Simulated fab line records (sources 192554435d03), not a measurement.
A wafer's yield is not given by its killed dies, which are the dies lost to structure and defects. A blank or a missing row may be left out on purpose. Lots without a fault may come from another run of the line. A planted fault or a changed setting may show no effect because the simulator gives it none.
Split-lot study / flow n5-finfet / 7 lots, 21 wafers read, on a route of 1938 steps

ON THE SPLIT
At N5_BEOL_M9_COAT_22 (resist thk 30 nm), the setting spin-rpm was moved away from the recipe's 1500 rpm on 5 of the 21 wafers read, by -6.2% to +6.0%. All remaining wafers had this setting at the recipe value.

FROM THE SPLIT TO THE READING: what the file shows between them, 4 steps
- N5_BEOL_M9_EBR_24
- N5_BEOL_M9_SOFTBAKE_23: time 60 s
- N5_BEOL_M9_EXPOSE_25: exposes mask V8
- N5_BEOL_M9_PEB_26: peb time 60 s

THE READING
CAR-EUV_of_BEOL_M9_COAT_22.thk-nm (the simulator's own value, which no gauge read), in nm, at N5_BEOL_M9_DEVELOP_27 (develop time 30 s). No usual value for it is given in the file. Average 29.6 nm, standard deviation 0.078 nm, over the 16 wafers here run with the recipe.

wafer=L078.1; tool, chamber at the split=litho-track-01, 0; spin-rpm as run, rpm=1500; against the recipe=recipe; CAR-EUV_of_BEOL_M9_COAT_22.thk-nm, nm=29.6; against lot-mates on the recipe=-
wafer=L078.2; tool, chamber at the split=litho-track-01, 0; spin-rpm as run, rpm=1500; against the recipe=recipe; CAR-EUV_of_BEOL_M9_COAT_22.thk-nm, nm=29.6; against lot-mates on the recipe=-
wafer=L078.6; tool, chamber at the split=litho-track-01, 0; spin-rpm as run, rpm=1407; against the recipe=-6.2%; CAR-EUV_of_BEOL_M9_COAT_22.thk-nm, nm=30.6; against lot-mates on the recipe=+1.0
wafer=L080.1; tool, chamber at the split=litho-track-04, 0; spin-rpm as run, rpm=1549; against the recipe=+3.3%; CAR-EUV_of_BEOL_M9_COAT_22.thk-nm, nm=29; against lot-mates on the recipe=-0.6
wafer=L080.2; tool, chamber at the split=litho-track-04, 0; spin-rpm as run, rpm=1500; against the recipe=recipe; CAR-EUV_of_BEOL_M9_COAT_22.thk-nm, nm=29.6; against lot-mates on the recipe=-
wafer=L080.6; tool, chamber at the split=litho-track-04, 0; spin-rpm as run, rpm=1500; against the recipe=recipe; CAR-EUV_of_BEOL_M9_COAT_22.thk-nm, nm=29.6; against lot-mates on the recipe=-
wafer=L092.1; tool, chamber at the split=litho-track-01, 0; spin-rpm as run, rpm=1590; against the recipe=+6.0%; CAR-EUV_of_BEOL_M9_COAT_22.thk-nm, nm=28.6; against lot-mates on the recipe=-0.8
wafer=L092.3; tool, chamber at the split=litho-track-01, 0; spin-rpm as run, rpm=1590; against the recipe=+6.0%; CAR-EUV_of_BEOL_M9_COAT_22.thk-nm, nm=28.6; against lot-mates on the recipe=-0.8
wafer=L092.4; tool, chamber at the split=litho-track-01, 0; spin-rpm as run, rpm=1500; against the recipe=recipe; CAR-EUV_of_BEOL_M9_COAT_22.thk-nm, nm=29.4; against lot-mates on the recipe=-
wafer=L093.2; tool, chamber at the split=litho-track-03, 0; spin-rpm as run, rpm=1500; against the recipe=recipe; CAR-EUV_of_BEOL_M9_COAT_22.thk-nm, nm=29.4; against lot-mates on the recipe=-
wafer=L093.6; tool, chamber at the split=litho-track-03, 0; spin-rpm as run, rpm=1500; against the recipe=recipe; CAR-EUV_of_BEOL_M9_COAT_22.thk-nm, nm=29.4; against lot-mates on the recipe=-
wafer=L093.5; tool, chamber at the split=litho-track-03, 0; spin-rpm as run, rpm=1454; against the recipe=-3.1%; CAR-EUV_of_BEOL_M9_COAT_22.thk-nm, nm=29.8; against lot-mates on the recipe=+0.4
wafer=L094.3; tool, chamber at the split=litho-track-04, 0; spin-rpm as run, rpm=1500; against the recipe=recipe; CAR-EUV_of_BEOL_M9_COAT_22.thk-nm, nm=29.6; against lot-mates on the recipe=-
wafer=L094.4; tool, chamber at the split=litho-track-04, 0; spin-rpm as run, rpm=1500; against the recipe=recipe; CAR-EUV_of_BEOL_M9_COAT_22.thk-nm, nm=29.6; against lot-mates on the recipe=-
wafer=L094.5; tool, chamber at the split=litho-track-04, 0; spin-rpm as run, rpm=1500; against the recipe=recipe; CAR-EUV_of_BEOL_M9_COAT_22.thk-nm, nm=29.6; against lot-mates on the recipe=-
wafer=L096.1; tool, chamber at the split=litho-track-03, 0; spin-rpm as run, rpm=1500; against the recipe=recipe; CAR-EUV_of_BEOL_M9_COAT_22.thk-nm, nm=29.6; against lot-mates on the recipe=-
wafer=L096.5; tool, chamber at the split=litho-track-03, 0; spin-rpm as run, rpm=1500; against the recipe=recipe; CAR-EUV_of_BEOL_M9_COAT_22.thk-nm, nm=29.6; against lot-mates on the recipe=-
wafer=L096.6; tool, chamber at the split=litho-track-03, 0; spin-rpm as run, rpm=1500; against the recipe=recipe; CAR-EUV_of_BEOL_M9_COAT_22.thk-nm, nm=29.6; against lot-mates on the recipe=-
wafer=L097.2; tool, chamber at the split=litho-track-03, 0; spin-rpm as run, rpm=1500; against the recipe=recipe; CAR-EUV_of_BEOL_M9_COAT_22.thk-nm, nm=29.6; against lot-mates on the recipe=-
wafer=L097.4; tool, chamber at the split=litho-track-03, 0; spin-rpm as run, rpm=1500; against the recipe=recipe; CAR-EUV_of_BEOL_M9_COAT_22.thk-nm, nm=29.6; against lot-mates on the recipe=-
wafer=L097.5; tool, chamber at the split=litho-track-03, 0; spin-rpm as run, rpm=1500; against the recipe=recipe; CAR-EUV_of_BEOL_M9_COAT_22.thk-nm, nm=29.6; against lot-mates on the recipe=-

FIT RESULTS
A straight line over all 21 wafers: CAR-EUV_of_BEOL_M9_COAT_22.thk-nm changes by -0.157 nm for each +1% of spin-rpm; r = -0.98; the points scatter about the line by 0.092 nm.
The same after taking each lot's own level away (the mean of its wafers on the recipe; 21 wafers): -0.146 nm for each +1%; r = -0.99; scatter 0.045 nm.
Per that fit: largest spin-rpm move, reading shift of 0.9 nm.
Across the lots, their own levels run from 29.40 to 29.60 nm, a range of 2.6 times the standard deviation given above.
Hence the lot-to-lot level has little effect on the slope; both slopes agree.
Check: with one of the wafers moved furthest among these (-6.2%) left out of the fit, the line predicts +0.851 nm for it against its lot-mates. Against them it came out at +1 nm.

THESE WAFERS: OTHER SPLITS
These wafers also went through other splits before the reading. Each is held against what the fit with the lots' levels taken away leaves over:
other split on the same wafers=N5_BEOL_M5_COAT_22 spin-rpm; wafers away from the commonest value=7; r with CAR-EUV_of_BEOL_M9_COAT_22.thk-nm (lot level and that fit taken away)=+0.41
other split on the same wafers=N5_BEOL_M6_ETCH_62 bias-w; wafers away from the commonest value=6; r with CAR-EUV_of_BEOL_M9_COAT_22.thk-nm (lot level and that fit taken away)=-0.43
other split on the same wafers=N5_BEOL_M6_COAT_22 spin-rpm; wafers away from the commonest value=8; r with CAR-EUV_of_BEOL_M9_COAT_22.thk-nm (lot level and that fit taken away)=+0.01
other split on the same wafers=N5_BEOL_M7_COAT_05 spin-rpm; wafers away from the commonest value=7; r with CAR-EUV_of_BEOL_M9_COAT_22.thk-nm (lot level and that fit taken away)=+0.00
other split on the same wafers=N5_BEOL_M7_ETCH_61 source-w; wafers away from the commonest value=11; r with CAR-EUV_of_BEOL_M9_COAT_22.thk-nm (lot level and that fit taken away)=-0.12
other split on the same wafers=N5_BEOL_M7_VIA_ETCH_34 source-w; wafers away from the commonest value=8; r with CAR-EUV_of_BEOL_M9_COAT_22.thk-nm (lot level and that fit taken away)=+0.30
other split on the same wafers=N5_BEOL_M7_ETCH_41 source-w; wafers away from the commonest value=6; r with CAR-EUV_of_BEOL_M9_COAT_22.thk-nm (lot level and that fit taken away)=-0.32
other split on the same wafers=N5_BEOL_M9_COAT_05 spin-rpm; wafers away from the commonest value=6; r with CAR-EUV_of_BEOL_M9_COAT_22.thk-nm (lot level and that fit taken away)=-0.01
other split on the same wafers=N5_BEOL_M9_DESCUM_16 time-s; wafers away from the commonest value=9; r with CAR-EUV_of_BEOL_M9_COAT_22.thk-nm (lot level and that fit taken away)=-0.32

THE WHOLE CHAIN: every reading that the file lists as answering this split, in the file's order
step=N5_BEOL_M9_COAT_22; what it does=resist thk 30 nm; reading=CAR-EUV_of_BEOL_M9_COAT_22.thk-nm (the simulator's own value, which no gauge read); change (the file's fit)=-0.162 nm for each +1% of the setting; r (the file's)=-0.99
step=N5_BEOL_M9_DEVELOP_27; what it does=develop time 30 s; reading=CAR-EUV_of_BEOL_M9_COAT_22.thk-nm (the simulator's own value, which no gauge read); change (the file's fit)=-0.15 nm for each +1% of the setting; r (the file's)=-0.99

THE FILE'S OWN FIT
CAR-EUV_of_BEOL_M9_COAT_22.thk-nm changes by -0.15 nm for each +1% of spin-rpm, r = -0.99.
